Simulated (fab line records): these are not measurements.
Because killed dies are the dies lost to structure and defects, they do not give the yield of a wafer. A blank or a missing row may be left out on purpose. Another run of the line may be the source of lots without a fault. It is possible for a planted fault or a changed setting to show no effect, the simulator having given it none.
fab line records	flow n5-finfet
record lots=4	wafers=12	last-day=18
route steps=1938 shown WELL_APT@46 PMOS_HMC_CHANNEL_EPI@57 BEOL_M4@1111 PASSIVATION@1936
lots that met no fault: taken from a fault-free run of the same line
start-h: hours from the record's first day to the start of the lot's first wafer shown	wait-h: hours from the lot's prior step to this one	" unchanged from the row above	L1.1+2: several wafers, shown together as one row	- value missing, or start not given	* or withheld: withheld	< > ~ a bound
route shown NAME@n: NAME is a module with steps in the file, n the number in the route of the first one	usual: average and standard deviation across the fault-free wafers	same: alike in all rows	chamber/n: place in a boat	sites: readings site by site	_std_site: the standard deviation of these	_edge_site: the outer-site mean with the inner-site mean subtracted	radius-mm: for every site, how far away it sits from the centre of the wafer	mask NAME#n: copy n	behind: the most recent tool/chamber to have shaped the wafer	hold: the reason the lot was held/the length of the hold in hours/how it ended	device: names the non-switching transistor (n, p or np)	end of line: the route-end tests of the same wafers	step lacking rows: just its recipe	killed: the dies lost at the first sort to structure and to defects; this is not the yield of the wafer	map: the dies of a wafer, with x for killed, . for not killed, _ for no die there
set.NAME: the run value of the setting; set.NAME@STEP: its run value at that earlier step	model.NAME: the simulator's own value behind a step, which no gauge read
a table for each step, a row for each wafer; lots at some steps of the route
services: when a tool's chamber went out of use (start-h, in hours from the record's first day, below 0 if earlier), for how many hours, and the reason
## steps
# step N5_WELL_APT_DESCUM_30
# recipe chemistry=O2	time-s=7.9	source-power-w=50	bias-power-w=20	pressure-mtorr=20	rf-frequency-hz=2.712e+07	temp-c=40	o2-flow-sccm=225
# step N5_WELL_APT_IMPLANT_31
# recipe species=B	energy-kev=60	dose-cm2=1.5e+13	tilt-deg=0	rotation-deg=0
# step N5_WELL_APT_IMPLANT_32
# recipe species=BF2	energy-kev=50	dose-cm2=2e+13	tilt-deg=0	rotation-deg=0
# step N5_WELL_APT_STRIP_33
# recipe chemistry=SPM	time-s=900	temp-c=130	h2so4-h2o2-vol-ratio=4	dry=ipa-marangoni
# step N5_WELL_APT_RTA_34
# recipe temp-c=1000	time-s=10	ambient=N2	idle-temp-c=600	ramp-up-c-per-s=150	ramp-down-c-per-s=60	cool-to-c=600
# step N5_WELL_APT_OXIDE_STRIP_42
# recipe chemistry=dHF	dilution=25:1	time-s=45	temp-c=25	target=SiO2	target-depth-a=120
# step N5_WELL_APT_PRECLEAN_36
# recipe chemistry=O3/DIW	time-s=45	temp-c=22	o3-ppm=10
# step N5_WELL_APT_PRECLEAN_39
# recipe chemistry=dHF	time-s=60	dilution=150:1	temp-c=25
# step N5_WELL_APT_SRD_37
# recipe dry=ipa-marangoni	do-ppb=5	time-s=30	temp-c=23	rinse-liquid=diw
# step N5_WELL_APT_EPI_41
# recipe material=Si	target-thk-a=500	temp-c=650	precursor=SiH4/H2	pressure-torr=20	time-s=297.7
# step N5_PMOS_HMC_CHANNEL_EPI_HM_DEP_34
# recipe material=SiO2	target-thk-a=360	temp-c=400	precursor=TEOS/O2	pressure-torr=6.5	rf-w=900	teos-flow-sccm=161.4	gas=O2	flow-sccm=2650	time-s=6.9
# usual chamber-pressure-Torr=6.500/0.015	heater-power-outer-w=330/82	heater-power-w=606/110	rf-fwd-power-W=886/5.5	showerhead-plenum-p-Torr=8.34/0.039	throttle-valve-pct=18.6/0.45
lot.wafer	tool	chamber	start-h	wait-h	chamber-pressure-Torr	heater-power-outer-w	heater-power-w	rf-fwd-power-W	showerhead-plenum-p-Torr	throttle-valve-pct
L590.1	pecvd-03	2	95.54	0.0	-	-	-	-	-	-
L590.2	"	0	"	"	-	-	-	-	-	-
L590.5	"	0	"	"	-	-	-	-	-	-
L591.1	pecvd-03	0	100.79	0.0	-	-	-	-	-	-
L591.2	"	1	"	"	-	-	-	-	-	-
L591.4	"	1	"	"	-	-	-	-	-	-
L593.1	pecvd-02	2	112.81	0.0	6.513	417	670	889	8.36	18.2
L593.3	"	1	"	"	6.517	282	595	880	8.27	18.4
L593.6	"	2	"	"	6.547	408	711	893	8.35	18.1
L594.2	pecvd-03	2	118.76	0.0	6.506	396	727	885	8.34	19.3
L594.5	"	2	"	"	6.485	407	718	885	8.32	19.4
L594.6	"	1	"	"	6.520	234	493	890	8.40	18.2
# step N5_PMOS_HMC_CHANNEL_EPI_COAT_31
# recipe resist=BARC	temp-c=205	time-s=60	spin-rpm=1500	resist-thk-nm=66
# step N5_PMOS_HMC_CHANNEL_EPI_COAT_03
# recipe resist=CAR-ArF-block	spin-rpm=1500	resist-thk-nm=205
# step N5_PMOS_HMC_CHANNEL_EPI_EBR_05
# recipe solvent=PGMEA	ebr-width-mm=1.5
# step N5_PMOS_HMC_CHANNEL_EPI_SOFTBAKE_04
# recipe temp-c=110	time-s=60	resist=CAR-ArF-block
# step N5_PMOS_HMC_CHANNEL_EPI_EXPOSE_06
# recipe mask-id=PMOS_HMC_BLK	na=1.35	source-shape=conventional	sigma-outer=0.8	polarization=unpolarized	target-cd-nm=240	dose-mj=41
# step N5_PMOS_HMC_CHANNEL_EPI_PEB_07
# recipe peb-temp-c=110	peb-time-s=60	resist=CAR-ArF-block
# step N5_PMOS_HMC_CHANNEL_EPI_DEVELOP_08
# recipe develop-time-s=30	developer=TMAH	resist=CAR-ArF-block	dev-temp-c=23	rinse-liquid=diw	dry=air-spin
# step N5_PMOS_HMC_CHANNEL_EPI_DESCUM_14
# recipe chemistry=O2	time-s=7.9	source-power-w=50	bias-power-w=20	pressure-mtorr=20	rf-frequency-hz=2.712e+07	temp-c=40	resist=CAR-ArF-block	o2-flow-sccm=225
# step N5_PMOS_HMC_CHANNEL_EPI_ETCH_32
# recipe chemistry=N2/H2	target=BARC	stop-on=SiO2	target-depth-a=858	over-etch-frac=0.3	time-s=50.3	ion-energy-ev=200	mask-material=CAR-ArF-block	pressure-mtorr=30	source-w=840	bias-w=150	n2-flow-sccm=200	h2-flow-sccm=200
# step N5_PMOS_HMC_CHANNEL_EPI_HM_OPEN_15
# recipe chemistry=CHF3/O2	target=SiO2	mask-material=CAR-ArF-block	target-depth-a=406	CHF3_flow_sccm=50	O2_flow_sccm=5	Ar_flow_sccm=200	time-s=20.3	pressure-mtorr=30	source-w=650	bias-w=170	ion-energy-ev=200
# step N5_PMOS_HMC_CHANNEL_EPI_STRIP_33
# recipe chemistry=N2/H2	power-w=500	temp-c=40	pressure-mtorr=50	rf-frequency-hz=6e+07	overash-fraction=0.3	bias-power-w=8	h2-frac=0.5	n2-flow-sccm=300	h2-flow-sccm=300
# step N5_PMOS_HMC_CHANNEL_EPI_STRIP_17
# recipe chemistry=SPM	time-s=750	temp-c=130	h2so4-h2o2-vol-ratio=4	dry=ipa-marangoni
# step N5_PMOS_HMC_CHANNEL_EPI_ETCH_38
# recipe chemistry=CF4	target=SiO2	target-depth-a=15	ion-energy-ev=350	pressure-mtorr=10	icp-w=800	bias-w=400	cf4-flow-sccm=80
# step N5_PMOS_HMC_CHANNEL_EPI_FIN_RECESS_16
# recipe chemistry=HBr/Cl2	target=Si	mask-material=SiO2	target-depth-a=540	time-s=18	pressure-mtorr=10	icp-w=800	bias-w=75	HBr_flow_sccm=150	Cl2_flow_sccm=80
# usual HBr_flow_sccm=150.0/0.44	drypump-motor-current-A=5.7/0.35	oes-product-au=1.003/0.015	rf-fwd-power-W=794.7/2.8	throttle-valve-pct=35.47/0.22
lot.wafer	tool	chamber	start-h	wait-h	HBr_flow_sccm	drypump-motor-current-A	oes-product-au	rf-fwd-power-W	rf-hours-counter-h	throttle-valve-pct	model.Si_of_WELL_APT_EPI_41.thk-nm
L590.1	rie-si-06	1	96.49	0.0	150.6	5.5	1.882	790.4	169	33.94	0
L590.2	"	3	"	"	150.3	5.6	1.897	795.4	98	34.14	0
L590.5	"	1	"	"	150.5	5.6	1.872	791.5	-	33.96	0
L591.1	rie-si-05	0	101.76	0.0	149.7	6.1	1.891	792.4	1	34.29	0
L591.2	"	3	"	"	150.6	5.5	1.851	797.9	104	33.78	0
L591.4	"	1	"	"	150.4	5.0	1.801	794.8	90	34.37	0
L593.1	rie-si-06	0	113.76	0.0	150.8	5.9	0.992	796.1	162	35.33	49.61
L593.3	"	2	"	"	150.5	5.3	0.985	793.6	99	35.41	50.03
L593.6	"	3	"	"	149.9	5.6	1.012	797.2	-	35.45	49.9
L594.2	rie-si-06	2	119.59	0.0	149.8	5.3	0.993	791.2	99	35.40	50.17
L594.5	"	1	"	"	149.9	5.6	1.024	794.2	-	35.24	50.07
L594.6	"	2	"	"	149.8	5.2	1.002	793.1	-	35.38	50.31
# step N5_PMOS_HMC_CHANNEL_EPI_PRECLEAN_36
# recipe chemistry=O3/DIW	time-s=45	temp-c=22	o3-ppm=10
# step N5_PMOS_HMC_CHANNEL_EPI_PRECLEAN_18
# recipe chemistry=DHF	time-s=30	temp-c=25	dilution=withheld
# step N5_PMOS_HMC_CHANNEL_EPI_SRD_19
# recipe dry=ipa-marangoni	do-ppb=5	time-s=30	temp-c=23	rinse-liquid=diw
# step N5_PMOS_HMC_CHANNEL_EPI_EPI_20
# recipe material=SiGe30	mask-material=SiO2	pressure-torr=20	target-thk-a=590	temp-c=600
# step N5_PMOS_HMC_CHANNEL_EPI_HM_STRIP_35
# recipe chemistry=dHF	temp-c=25	material=SiO2	target=SiO2	target-depth-a=396	time-s=216
# step N5_PMOS_HMC_CHANNEL_EPI_SRD_39
# recipe dry=ipa-marangoni	time-s=30	temp-c=23	rinse-liquid=diw
# step N5_PMOS_HMC_CHANNEL_EPI_CMP_21
# recipe material=SiGe30	post-cmp-clean=alkaline-brush	target-thk-nm=54
# step N5_PMOS_HMC_CHANNEL_EPI_PRECLEAN_40
# recipe chemistry=DHF	time-s=30	temp-c=25	dilution=withheld
# step N5_PMOS_HMC_CHANNEL_EPI_PRECLEAN_37
# recipe chemistry=O3/DIW	time-s=45	temp-c=22	o3-ppm=10
lot.wafer	tool	chamber	start-h	wait-h	model.Si_of_WELL_APT_EPI_41.thk-nm
L590.1+2+5	wet-bench-06	6,0,1	98.35	0.0	0
L591.1+2+4	wet-bench-06	1,2,3	103.64	0.0	0
L593.1	wet-bench-05	6	115.60	0.0	49.19
L593.3	"	5	"	"	49.61
L593.6	"	2	"	"	49.48
L594.2	wet-bench-05	6	121.44	0.0	49.75
L594.5	"	5	"	"	49.64
L594.6	"	0	"	"	49.89
# step N5_PMOS_HMC_CHANNEL_EPI_PRECLEAN_24
# recipe chemistry=DHF	time-s=30	temp-c=25	dilution=withheld
# step N5_BEOL_M4_RC_MEAS_101
# usual DIBL_N=36.0/1.3	DIBL_P=36.2/1.7	IOFF_N=0.155/0.024	IOFF_P=0.21/0.034	ION_N=674/9	ION_P=463/7.1	SS_N=71.4/0.5	SS_P=73.4/0.57	VT_N=250.0/2.8	VT_P=-251/3.2
lot.wafer	tool	chamber	start-h	wait-h	DIBL_N[mV/V]	DIBL_P[mV/V]	IOFF_N[nA/um]	IOFF_P[nA/um]	ION_N[uA/um]	ION_P[uA/um]	SS_N[mV/dec]	SS_P[mV/dec]	VT_N[mV]	VT_P[mV]
L593.1	prober-02	0	319.29	0.0	37.3	37.1	0.169	0.23	672	459	71.8	74.4	251.9	-253
L593.3	"	0	"	"	35.7	34.6	0.131	0.18	661	455	71.0	73.5	254.8	-254
L593.6	"	0	"	"	36.5	36.2	0.151	0.21	664	458	71.8	73.7	250.4	-250
L594.2	prober-01	0	322.36	0.2	33.4	35.8	0.125	0.17	667	459	71.7	73.2	251.8	-253
L594.5	"	0	"	"	36.2	38.4	0.159	0.21	682	458	72.4	73.3	248.4	-250
L594.6	"	0	"	"	35.4	38.5	0.154	0.21	692	468	71.7	73.6	251.9	-250
# step N5_PASSIVATION_PROBE_49
# usual killed_at_M0_to_M3=37/12	killed_at_M4_up=15/5.6	killed-at-contacts=13/6.9	killed-at-front-end=40/11	killed-at-other=4/3.2	killed-dies=109/20	killed-on-rim=14/4.3	killed-open=73/15	killed-short=35/8.3
# same gross-dies=1180	killed-at-back-side=0
lot.wafer	tool	chamber	start-h	wait-h	killed_at_M0_to_M3	killed_at_M4_up	killed-at-contacts	killed-at-front-end	killed-at-other	killed-dies	killed-on-rim	killed-open	killed-short
L591.1	prober-01	-	411.84	0.0	10	2	2	1165	1	1180	152	18	9
L591.2	prober-01	-	411.89	0.1	11	1	0	1168	0	1180	152	16	8
L591.4	prober-01	-	411.99	0.2	6	4	0	1170	0	1180	152	14	3
L590.1	prober-02	-	426.85	0.0	8	1	8	1163	0	1180	152	13	9
L590.2	prober-02	-	426.90	0.1	5	3	3	1168	1	1180	152	18	3
L590.5	prober-02	-	427.05	0.2	6	6	3	1165	0	1180	152	19	3
L594.2	prober-01	-	431.24	0.1	26	14	15	25	1	81	8	57	22
L594.5	prober-01	-	431.39	0.2	30	21	11	41	1	104	13	73	31
L594.6	prober-01	-	431.44	0.3	35	20	13	40	1	109	13	81	25
# killed by level:class
L591.1 PMOS_HMC_CHANNEL_EPI:lost-pattern=1150 FIN_SAQP:geometric-particle:open=7 BEOL_M0_SAQP:geometric-particle:short=3 BEOL_M2:geometric-particle:open=3 PMOS_HMC_CHANNEL_EPI:area-dep=3 STI_FIN_REVEAL:geometric-particle:open=2 MOL_CONTACT_COAG:geometric-particle:short=2 BEOL_M0_SAQP:geometric-particle:open=2
L591.2 PMOS_HMC_CHANNEL_EPI:lost-pattern=1154 FIN_SAQP:geometric-particle:open=6 BEOL_M0_SAQP:geometric-particle:short=4 ILD0:geometric-particle:short=2 BEOL_M0_SAQP:geometric-particle:open=2 BEOL_M1:geometric-particle:open=2 PMOS_HMC_CHANNEL_EPI:area-dep=2 FIN_CUT:geometric-particle:open=1
L591.4 PMOS_HMC_CHANNEL_EPI:lost-pattern=1156 PMOS_HMC_CHANNEL_EPI:area-dep=7 BEOL_M0_SAQP:geometric-particle:open=4 FIN_CUT:geometric-particle:open=2 GATE_CUT:geometric-particle:short=2 BEOL_M1:geometric-particle:open=2 BEOL_M4:geometric-particle:open=2 FIN_SAQP:geometric-particle:short=1
L590.1 PMOS_HMC_CHANNEL_EPI:lost-pattern=1156 MOL_CONTACT_COAG:geometric-particle:open=7 GATE_CUT:geometric-particle:short=3 BEOL_M0_SAQP:geometric-particle:open=2 BEOL_M0:geometric-particle:short=2 FIN_SAQP:geometric-particle:short=1 ILD0:geometric-particle:short=1 ILD0:geometric-particle:open=1
L590.2 PMOS_HMC_CHANNEL_EPI:lost-pattern=1153 PMOS_HMC_CHANNEL_EPI:area-dep=6 FIN_SAQP:geometric-particle:open=4 STI_FIN_REVEAL:geometric-particle:open=3 MOL_CONTACT_COAG:geometric-particle:open=2 BEOL_M2:geometric-particle:open=2 BEOL_M4:geometric-particle:open=2 MOL_CONTACT_COAG:geometric-particle:short=1
L590.5 PMOS_HMC_CHANNEL_EPI:lost-pattern=1154 STI_FIN_REVEAL:geometric-particle:open=3 MOL_CONTACT_COAG:geometric-particle:open=3 PMOS_HMC_CHANNEL_EPI:area-dep=3 FIN_SAQP:geometric-particle:open=2 GATE_CUT:geometric-particle:open=2 BEOL_M2:geometric-particle:open=2 BEOL_M3:geometric-particle:open=2
L594.2 MOL_CONTACT_COAG:geometric-particle:open=14 BEOL_M0:geometric-particle:open=7 BEOL_M4:geometric-particle:open=7 STI_FIN_REVEAL:geometric-particle:open=6 GATE_CUT:geometric-particle:short=6 BEOL_M0_SAQP:geometric-particle:open=6 FIN_SAQP:geometric-particle:short=5 BEOL_M3:geometric-particle:open=4
L594.5 FIN_SAQP:geometric-particle:open=9 MOL_CONTACT_COAG:geometric-particle:open=9 STI_FIN_REVEAL:geometric-particle:open=7 BEOL_M2:geometric-particle:open=7 FIN_SAQP:geometric-particle:short=6 BEOL_M4:geometric-particle:open=6 GATE_CUT:geometric-particle:open=5 BEOL_M0_SAQP:geometric-particle:open=5
L594.6 FIN_SAQP:geometric-particle:open=14 MOL_CONTACT_COAG:geometric-particle:open=13 BEOL_M4:geometric-particle:open=9 BEOL_M2:geometric-particle:open=9 BEOL_M1:geometric-particle:open=8 FIN_SAQP:geometric-particle:short=7 BEOL_M0:geometric-particle:open=6 STI_FIN_REVEAL:geometric-particle:open=5
# map L590.1 (x killed, . not)
_________________xxxxxxxxxxxx________________
______________xxxxxxxxxxxxxxxxxx_____________
___________xxxxxxxxxxxxxxxxxxxxxxxx__________
__________xxxxxxxxxxxxxxxxxxxxxxxxxx_________
________xxxxxxxxxxxxxxxxxxxxxxxxxxxxxx_______
_______xxxxxxxxxxxxxxxxxxxxxxxxxxxxxxxx______
______xxxxxxxxxxxxxxxxxxxxxxxxxxxxxxxxxx_____
_____xxxxxxxxxxxxxxxxxxxxxxxxxxxxxxxxxxxx____
____xxxxxxxxxxxxxxxxxxxxxxxxxxxxxxxxxxxxxx___
___xxxxxxxxxxxxxxxxxxxxxxxxxxxxxxxxxxxxxxxx__
___xxxxxxxxxxxxxxxxxxxxxxxxxxxxxxxxxxxxxxxx__
__xxxxxxxxxxxxxxxxxxxxxxxxxxxxxxxxxxxxxxxxxx_
__xxxxxxxxxxxxxxxxxxxxxxxxxxxxxxxxxxxxxxxxxx_
_xxxxxxxxxxxxxxxxxxxxxxxxxxxxxxxxxxxxxxxxxxxx
_xxxxxxxxxxxxxxxxxxxxxxxxxxxxxxxxxxxxxxxxxxxx
_xxxxxxxxxxxxxxxxxxxxxxxxxxxxxxxxxxxxxxxxxxxx
_xxxxxxxxxxxxxxxxxxxxxxxxxxxxxxxxxxxxxxxxxxxx
_xxxxxxxxxxxxxxxxxxxxxxxxxxxxxxxxxxxxxxxxxxxx
_xxxxxxxxxxxxxxxxxxxxxxxxxxxxxxxxxxxxxxxxxxxx
_xxxxxxxxxxxxxxxxxxxxxxxxxxxxxxxxxxxxxxxxxxxx
_xxxxxxxxxxxxxxxxxxxxxxxxxxxxxxxxxxxxxxxxxxxx
__xxxxxxxxxxxxxxxxxxxxxxxxxxxxxxxxxxxxxxxxxx_
__xxxxxxxxxxxxxxxxxxxxxxxxxxxxxxxxxxxxxxxxxx_
___xxxxxxxxxxxxxxxxxxxxxxxxxxxxxxxxxxxxxxxx__
___xxxxxxxxxxxxxxxxxxxxxxxxxxxxxxxxxxxxxxxx__
____xxxxxxxxxxxxxxxxxxxxxxxxxxxxxxxxxxxxxx___
_____xxxxxxxxxxxxxxxxxxxxxxxxxxxxxxxxxxxx____
______xxxxxxxxxxxxxxxxxxxxxxxxxxxxxxxxxx_____
_______xxxxxxxxxxxxxxxxxxxxxxxxxxxxxxxx______
________xxxxxxxxxxxxxxxxxxxxxxxxxxxxxx_______
__________xxxxxxxxxxxxxxxxxxxxxxxxxx_________
___________xxxxxxxxxxxxxxxxxxxxxxxx__________
______________xxxxxxxxxxxxxxxxxx_____________
_________________xxxxxxxxxxxx________________
# map L591.1 (x killed, . not)
_________________xxxxxxxxxxxx________________
______________xxxxxxxxxxxxxxxxxx_____________
___________xxxxxxxxxxxxxxxxxxxxxxxx__________
__________xxxxxxxxxxxxxxxxxxxxxxxxxx_________
________xxxxxxxxxxxxxxxxxxxxxxxxxxxxxx_______
_______xxxxxxxxxxxxxxxxxxxxxxxxxxxxxxxx______
______xxxxxxxxxxxxxxxxxxxxxxxxxxxxxxxxxx_____
_____xxxxxxxxxxxxxxxxxxxxxxxxxxxxxxxxxxxx____
____xxxxxxxxxxxxxxxxxxxxxxxxxxxxxxxxxxxxxx___
___xxxxxxxxxxxxxxxxxxxxxxxxxxxxxxxxxxxxxxxx__
___xxxxxxxxxxxxxxxxxxxxxxxxxxxxxxxxxxxxxxxx__
__xxxxxxxxxxxxxxxxxxxxxxxxxxxxxxxxxxxxxxxxxx_
__xxxxxxxxxxxxxxxxxxxxxxxxxxxxxxxxxxxxxxxxxx_
_xxxxxxxxxxxxxxxxxxxxxxxxxxxxxxxxxxxxxxxxxxxx
_xxxxxxxxxxxxxxxxxxxxxxxxxxxxxxxxxxxxxxxxxxxx
_xxxxxxxxxxxxxxxxxxxxxxxxxxxxxxxxxxxxxxxxxxxx
_xxxxxxxxxxxxxxxxxxxxxxxxxxxxxxxxxxxxxxxxxxxx
_xxxxxxxxxxxxxxxxxxxxxxxxxxxxxxxxxxxxxxxxxxxx
_xxxxxxxxxxxxxxxxxxxxxxxxxxxxxxxxxxxxxxxxxxxx
_xxxxxxxxxxxxxxxxxxxxxxxxxxxxxxxxxxxxxxxxxxxx
_xxxxxxxxxxxxxxxxxxxxxxxxxxxxxxxxxxxxxxxxxxxx
__xxxxxxxxxxxxxxxxxxxxxxxxxxxxxxxxxxxxxxxxxx_
__xxxxxxxxxxxxxxxxxxxxxxxxxxxxxxxxxxxxxxxxxx_
___xxxxxxxxxxxxxxxxxxxxxxxxxxxxxxxxxxxxxxxx__
___xxxxxxxxxxxxxxxxxxxxxxxxxxxxxxxxxxxxxxxx__
____xxxxxxxxxxxxxxxxxxxxxxxxxxxxxxxxxxxxxx___
_____xxxxxxxxxxxxxxxxxxxxxxxxxxxxxxxxxxxx____
______xxxxxxxxxxxxxxxxxxxxxxxxxxxxxxxxxx_____
_______xxxxxxxxxxxxxxxxxxxxxxxxxxxxxxxx______
________xxxxxxxxxxxxxxxxxxxxxxxxxxxxxx_______
__________xxxxxxxxxxxxxxxxxxxxxxxxxx_________
___________xxxxxxxxxxxxxxxxxxxxxxxx__________
______________xxxxxxxxxxxxxxxxxx_____________
_________________xxxxxxxxxxxx________________
## services
tool	chamber	start-h	hours	kind
pecvd-02	1	71.68	2.1	scheduled-down
pecvd-02	-	72.08	2.8	pm
pecvd-03	2	100.24	5.5	scheduled-down
rie-si-05	-	104.94	1.8	repair
rie-si-06	-	109.83	2.8	pm
pecvd-02	1	114.09	6.0	repair
## key
first-sign step=N5_PMOS_HMC_CHANNEL_EPI_HM_DEP_34	reading=tool-record	direction=missing
effect step=N5_PMOS_HMC_CHANNEL_EPI_FIN_RECESS_16	reading=oes-product-au	direction=up	sigmas=57	usual=1.003	struck=1.866
effect step=N5_PASSIVATION_PROBE_49	reading=killed-at-front-end	direction=up	sigmas=98	usual=40	struck=1166
model-effect step=N5_PMOS_HMC_CHANNEL_EPI_FIN_RECESS_16	value=Si_of_WELL_APT_EPI_41.thk-nm	without=50.35	struck=0
model-effect step=N5_PMOS_HMC_CHANNEL_EPI_PRECLEAN_37	value=Si_of_WELL_APT_EPI_41.thk-nm	without=49.93	struck=0
met-at N5_PMOS_HMC_CHANNEL_EPI_HM_DEP_34
struck-wafers L590.1,L590.2,L590.5,L591.1,L591.2,L591.4
later-rows-left-out L590.1,L590.2,L590.5,L591.1,L591.2,L591.4
tester-left-out L590,L591
fault kind=skipped-step-whole	tool=pecvd-03	chamber=-	onset-h=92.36	steps=N5_PMOS_HMC_CHANNEL_EPI_HM_DEP_34	scope=struck-lots-only
# tester-left-out: of these lots the tester's yield and bins aren't shown, on N5 and GAA mostly nor the transistor test; their killed dies are dies lost to structure and defects alone, not to doping, threshold or leakage, so they don't give the yield
# later-rows-left-out: the simulator's readings of these wafers behind a module that went badly wrong aren't trusted and aren't shown, but for the sort
